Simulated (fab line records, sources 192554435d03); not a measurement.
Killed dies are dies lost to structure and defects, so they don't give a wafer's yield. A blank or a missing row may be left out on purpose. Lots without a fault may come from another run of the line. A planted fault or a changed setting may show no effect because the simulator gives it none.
fab line records | flow n5_finfet
record lots=4 wafers=11 last_day=17
route steps=1938 shown MOL_CONTACT_COAG@620 BEOL_M0_SAQP@632 BEOL_M0@726 BEOL_M4@1111
lots that met no fault: from a run of the same line without faults
start_h: hours from the record's first day to the start of the lot's first wafer shown | wait_h: hours since the lot's step before | " the same as in the row above | L1.1+2: a row that stands for several wafers | - no value, or no start given | * or withheld: withheld | < > ~ a bound
route shown NAME@n: a module of which the file shows steps, and the number in the route of the first | usual: mean/standard deviation of fault-free wafers | same: alike in all rows | chamber/n: place in a boat | sites: the reading at each site | _std_site: their standard deviation | _edge_site: outer sites' mean less inner sites' | radius_mm: how far each site lies from the wafer's centre | mask NAME#n: copy n | behind: the tool/chamber that last shaped the wafer | hold: why the lot was held/for how many hours/how that ended | device: the transistor (n, p or np) that didn't switch | end of line: the same wafers' tests at the end of the route | a step without rows: its recipe alone | killed: dies lost to structure and defects at the first sort, not the wafer's yield | map: a wafer's dies, x killed, . not, _ none there
set.NAME: the setting as run; set.NAME@STEP: as run at that earlier step | model.NAME: the simulator's own value behind a step, which no gauge read
lots at some steps of the route; a table a step, a row a wafer
services: from which hour (start_h, from the record's first day; less than 0 if before it) a tool's chamber was out of use, for how many hours, and why
## steps
# step N5_MOL_CONTACT_COAG_PRECLEAN_138
# recipe chemistry=alkaline_clean temp_c=60 time_s=60 do_ppb=50
# step N5_MOL_CONTACT_COAG_SRD_139
# recipe dry=ipa_marangoni time_s=30 temp_c=23 rinse_liquid=diw
# step N5_MOL_CONTACT_COAG_PRE_CLEAN_121
# recipe gas=H2/He time_s=* temp_c=withheld
# step N5_MOL_CONTACT_COAG_CVD_140
# recipe material=W target_thk_a=665 mode=selective_fill temp_c=300 time_s=215
# step N5_MOL_CONTACT_COAG_PRECLEAN_127
# recipe chemistry=DIW time_s=57.5 temp_c=23
# step N5_MOL_CONTACT_COAG_SRD_128
# recipe dry_time_s=32 dry=n2_spin spin_rpm=1500
# step N5_MOL_CONTACT_COAG_CMP_52
# recipe stop_on=SiO2 t_overpolish_s=1.5 post_cmp_clean=w_dilute_nh4oh down_force_psi=4 platen_rpm=50.289 pad_velocity_m_s=1.0006 target_thk_nm=66.5
# step N5_MOL_CONTACT_COAG_ANNEAL_112
# recipe temp_c=400 time_s=1800 ambient=HPD2 pressure_atm=10
# step N5_BEOL_M0_SAQP_PECVD_00
# recipe material=SiCN target_thk_a=80 temp_c=withheld precursor=3MS/NH3 pressure_torr=3 rf_w=202 time_s=14
# usual showerhead_plenum_p_Torr=3.666/0.0098 showerhead_vpp_V=875/47 throttle_valve_pct=9.0/0.66
# columns lot.wafer tool chamber start_h wait_h showerhead_plenum_p_Torr showerhead_vpp_V throttle_valve_pct model.SiCN_of_BEOL_M0_SAQP_PECVD_00.thk_nm
L379.1 pecvd-02 2 107.03 0.2 3.666 864 8.1 8
L379.4 " 1 " " 3.673 921 9.8 8
L379.6 " 2 " " 3.668 860 8.3 8
L387.1 pecvd-02 1 153.34 0.2 3.677 937 9.5 7.8
L387.6 " 0 " " 3.671 808 9.7 4.2
L389.2 pecvd-02 1 167.94 0.2 3.670 941 9.6 7.8
L389.5 " 1 " " 3.664 917 9.5 8
L389.6 " 0 " " 3.673 804 9.7 4
L393.3 pecvd-01 2 187.27 0.1 3.688 819 8.2 8
L393.5 " 2 " " 3.668 809 8.2 8
L393.6 " 1 " " 3.661 849 9.2 8.2
# step N5_BEOL_M0_SAQP_ILD_DEP_01
# recipe material=SiOC target_thk_a=454.19 temp_c=350 precursor=DEMS/O2 pressure_torr=5 rf_w=500 time_s=8.7
# step N5_BEOL_M0_SAQP_HM_DEP_02
# recipe material=TiN target_thk_a=120 temp_c=25 chamber_pressure_pa=0.49996
# step N5_BEOL_M0_SAQP_PECVD_03
# recipe material=SiCN target_thk_a=120 temp_c=withheld precursor=3MS/NH3 pressure_torr=3 rf_w=202 time_s=21.1
# step N5_BEOL_M0_SAQP_PECVD_96
# recipe material=a-Si target_thk_a=450 temp_c=350 precursor=SiH4/He pressure_torr=3 rf_w=100 time_s=45.2
# step N5_BEOL_M0_SAQP_PECVD_97
# recipe material=SiNx target_thk_a=230 temp_c=350 precursor=SiH4/NH3/N2 pressure_torr=1.5 rf_w=300 time_s=19.9
# step N5_BEOL_M0_SAQP_PECVD_04
# recipe material=a-Si target_thk_a=600 temp_c=350 precursor=SiH4/He pressure_torr=3 rf_w=100 time_s=60.2
# step N5_BEOL_M0_SAQP_HM_DEP_111
# recipe material=SiO2 target_thk_a=120 temp_c=400 precursor=SiH4/N2O pressure_torr=0.75 rf_w=275 time_s=7.2
# step N5_BEOL_M0_SAQP_COAT_81
# recipe resist=SOC temp_c=250 time_s=60 spin_rpm=1500 resist_thk_nm=100
# step N5_BEOL_M0_SAQP_COAT_82
# recipe resist=SiARC temp_c=220 time_s=60 spin_rpm=1500 resist_thk_nm=30
# step N5_BEOL_M0_SAQP_COAT_08
# recipe resist=CAR-ArF spin_rpm=1500 resist_thk_nm=90
# step N5_BEOL_M0_SAQP_EBR_10
# recipe solvent=PGMEA ebr_width_mm=1.5
# step N5_BEOL_M0_SAQP_SOFTBAKE_09
# recipe temp_c=110 time_s=60 resist=CAR-ArF
# step N5_BEOL_M0_SAQP_EXPOSE_11
# recipe mask_id=M0_CORE na=1.35 source_shape=dipole sigma_inner=0.538 sigma_outer=0.738 polarization=te target_cd_nm=42 dose_mj=55
# step N5_BEOL_M0_SAQP_PEB_12
# recipe peb_temp_c=withheld peb_time_s=60 resist=CAR-ArF
# step N5_BEOL_M0_SAQP_DEVELOP_13
# recipe develop_time_s=30 developer=TMAH resist=CAR-ArF dev_temp_c=23 rinse_liquid=diw dry=air_spin
# step N5_BEOL_M0_SAQP_DESCUM_19
# recipe chemistry=O2 time_s=7.9 source_power_w=50 bias_power_w=20 pressure_mtorr=20 rf_frequency_hz=2.712e+07 temp_c=40 resist=CAR-ArF o2_flow_sccm=225
# step N5_BEOL_M0_SAQP_ETCH_83
# recipe chemistry=CF4 target=SiARC target_depth_a=390 mask_material=CAR-ArF time_s=65 ion_energy_ev=80 pressure_mtorr=40 source_w=545 bias_w=36 Ar_flow_sccm=100 cf4_flow_sccm=100 ends=cleared
# step N5_BEOL_M0_SAQP_ETCH_84
# recipe chemistry=N2/H2 target=SOC target_depth_a=1000 overetch_a=200 mask_material=SiARC temp_c=40 time_s=150 ion_energy_ev=200 pressure_mtorr=30 source_w=840 bias_w=150 n2_flow_sccm=200 h2_flow_sccm=200
# step N5_BEOL_M0_SAQP_STRIP_80
# recipe chemistry=N2/H2 temp_c=40 n2_flow_sccm=200 h2_flow_sccm=200 rf_frequency_hz=6e+07
# step N5_BEOL_M0_SAQP_HM_OPEN_112
# recipe chemistry=CHF3/O2 target=SiO2 stop_on=a-Si target_depth_a=120 over_etch_frac=1.25 mask_material=SOC time_s=13.5 pressure_mtorr=30 source_w=650 bias_w=170 Ar_flow_sccm=200 CHF3_flow_sccm=50 O2_flow_sccm=5 ion_energy_ev=200 ends=end_point
# step N5_BEOL_M0_SAQP_STRIP_113
# recipe chemistry=CHF3/O2 resist=SiARC rf_frequency_hz=6e+07
# step N5_BEOL_M0_SAQP_MANDREL_ETCH_20
# recipe target_depth_a=600 chemistry=HBr/Cl2 target=a-Si stop_on=SiNx bt_time_s=10 mask_material=SOC over_etch_frac=0.5 time_s=30 pressure_mtorr=10 icp_w=800 bias_w=75 HBr_flow_sccm=150 Cl2_flow_sccm=80 ends=end_point
# step N5_BEOL_M0_SAQP_STRIP_86
# recipe chemistry=N2/H2 power_w=500 temp_c=40 pressure_mtorr=50 rf_frequency_hz=6e+07 overash_fraction=0.3 bias_power_w=28 h2_frac=0.5 n2_flow_sccm=300 h2_flow_sccm=300
# step N5_BEOL_M0_SAQP_STRIP_115
# recipe chemistry=post_etch_residue_remover time_s=60 temp_c=25 remover_ph=withheld remover_water_wt_pct=withheld remover_fluoride_wt_pct=withheld
# step N5_BEOL_M0_SAQP_SRD_93
# recipe dry=ipa_marangoni time_s=30 temp_c=23 rinse_liquid=diw
# step N5_BEOL_M0_ETCH_109
# recipe chemistry=CH3F/O2 target_depth_a=80 overetch_a=24 target=SiCN time_s=27.4 ion_energy_ev=120 pressure_mtorr=30 source_w=395 bias_w=75 Ar_flow_sccm=150 CH3F_flow_sccm=30 O2_flow_sccm=20
# usual drypump_motor_current_A=5.51/0.23 oes_product_au=0.67/0.062 rf_vpp_V=297.2/1.6 showerhead_plenum_p_Torr=2.00/0.068 throttle_valve_pct=16.29/0.23
# columns lot.wafer tool chamber start_h wait_h drypump_motor_current_A oes_product_au rf_hours_counter_h rf_vpp_V showerhead_plenum_p_Torr throttle_valve_pct model.etch.depth_nm
L379.1 rie_diel-03 0 116.01 0.2 5.43 0.64 144 298.4 2.01 16.29 7.999
L379.4 " 1 " " 5.43 0.80 17 297.2 2.04 15.85 8.045
L379.6 " 3 " " 5.30 0.76 - 297.7 2.03 16.40 8.041
L387.1 rie_diel-05 2 164.27 0.0 5.91 0.62 192 296.7 1.99 16.24 7.813
L387.6 " 0 " " 5.12 0.47 - 299.3 2.08 16.61 4.123
L389.2 rie_diel-05 0 179.18 0.0 5.13 0.63 168 298.8 2.07 16.62 7.861
L389.5 " 3 " " 5.60 0.76 - 296.9 2.04 16.14 7.924
L389.6 " 2 " " 5.91 0.46 - 297.0 1.99 16.26 4.095
L393.3 rie_diel-06 0 200.79 0.0 5.50 0.63 187 295.4 1.91 16.51 8
L393.5 " 0 " " 5.49 0.64 - 295.5 1.91 16.53 8.064
L393.6 " 1 " " 5.87 0.68 - 297.8 2.03 15.92 8.133
# step N5_BEOL_M0_RS_MEAS_126
# recipe thk_meas_gauge=four-point-probe reads=Co_of_BEOL_M0_CO_CAP_123+Cu_of_BEOL_M0_ECD_118+Co_of_BEOL_M0_CVD_115+TaN_of_BEOL_M0_ALD_136
# usual M0_RS=0.533/0.015
# columns lot.wafer tool chamber start_h wait_h M0_RS[ohm/sq]
L379.1 film_metro-01 - 119.54 0.0 0.549
L379.4 " - " " 0.543
L379.6 " - " " 0.544
L387.1 film_metro-02 - 167.72 0.0 0.535
L387.6 " - " " 0.583
L389.2 film_metro-02 - 182.67 0.1 0.548
L389.5 " - " " 0.524
L389.6 " - " " 0.588
L393.3 film_metro-01 - 203.42 0.1 0.544
L393.5 " - " " 0.525
L393.6 " - " " 0.526
# step N5_BEOL_M4_RC_MEAS_101
# usual DIBL_N=36.3/1.2 DIBL_P=36.3/1.4 IOFF_N=0.160/0.02 IOFF_P=0.210/0.025 ION_N=675/9.5 ION_P=462/7 SS_N=71.5/0.53 SS_P=73.4/0.55 VT_N=249.5/2.6 VT_P=-250.1/2.9
# columns lot.wafer tool chamber start_h wait_h DIBL_N[mV/V] DIBL_P[mV/V] IOFF_N[nA/um] IOFF_P[nA/um] ION_N[uA/um] ION_P[uA/um] SS_N[mV/dec] SS_P[mV/dec] VT_N[mV] VT_P[mV]
L379.1 prober-01 0 195.39 0.0 35.0 35.3 0.150 0.209 678 459 72.3 73.5 250.5 -252.0
L379.4 " 0 " " 34.1 34.4 0.142 0.201 672 465 71.1 72.3 250.3 -247.2
L379.6 " 0 " " 34.8 35.4 0.149 0.209 670 461 71.4 73.3 252.1 -248.5
L387.1 prober-02 0 224.09 0.0 36.8 37.7 0.178 0.248 679 473 71.4 73.9 246.7 -248.9
L387.6 " 0 " " 36.1 37.0 0.166 0.238 685 472 71.2 73.7 250.6 -248.5
L389.2 prober-01 0 266.73 0.2 35.7 34.4 0.146 0.208 672 463 70.5 72.9 249.7 -247.3
L389.5 " 0 " " 38.0 37.1 0.197 0.260 687 479 71.3 74.1 245.6 -245.5
L389.6 " 0 " " 36.6 35.8 0.168 0.246 677 471 71.3 73.0 247.9 -244.0
L393.3 prober-02 0 312.01 0.3 37.4 37.4 0.188 0.229 680 465 71.6 73.9 245.1 -249.8
L393.5 " 0 " " 35.9 35.9 0.156 0.194 673 461 72.2 73.6 248.6 -251.9
L393.6 " 0 " " 38.5 38.9 0.207 0.243 669 456 73.3 75.0 246.8 -248.8
## services
# columns tool chamber start_h hours kind
pecvd-01 1 94.06 2.6 repair
pecvd-01 2 98.79 1.8 repair
rie_diel-06 1 110.57 8.0 repair
pecvd-01 - 142.23 2.8 pm
rie_diel-05 1 166.89 - clean
rie_diel-05 1 166.89 - consumable_replace:focus_ring
pecvd-01 2 169.08 7.5 repair
pecvd-01 - 177.85 1.3 repair
pecvd-01 - 181.87 0.8 repair
rie_diel-05 2 191.71 1.3 repair
## key
first_sign step=N5_BEOL_M0_ETCH_109 reading=oes_product_au direction=down sigmas=3.4 usual=0.67 struck=0.46
effect step=N5_BEOL_M0_RS_MEAS_126 reading=M0_RS direction=up sigmas=3.4 usual=0.533 struck=0.585
model_effect step=N5_BEOL_M0_SAQP_PECVD_00 value=SiCN_of_BEOL_M0_SAQP_PECVD_00.thk_nm without=8.2 struck=4.1
model_effect step=N5_BEOL_M0_ETCH_109 value=etch.depth_nm without=8.118 struck=4.109
met_at N5_BEOL_M0_SAQP_PECVD_00
struck_wafers L387.6,L389.6
onset_between 107.03 153.34
fault kind=process_parameter_drift tool=pecvd-02 chamber=- onset_h=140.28 steps=N5_BEOL_M0_SAQP_PECVD_00 channel=time_s offset=* shape=step end_h=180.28 scope=struck_wafers_only acts_in=* stated=*
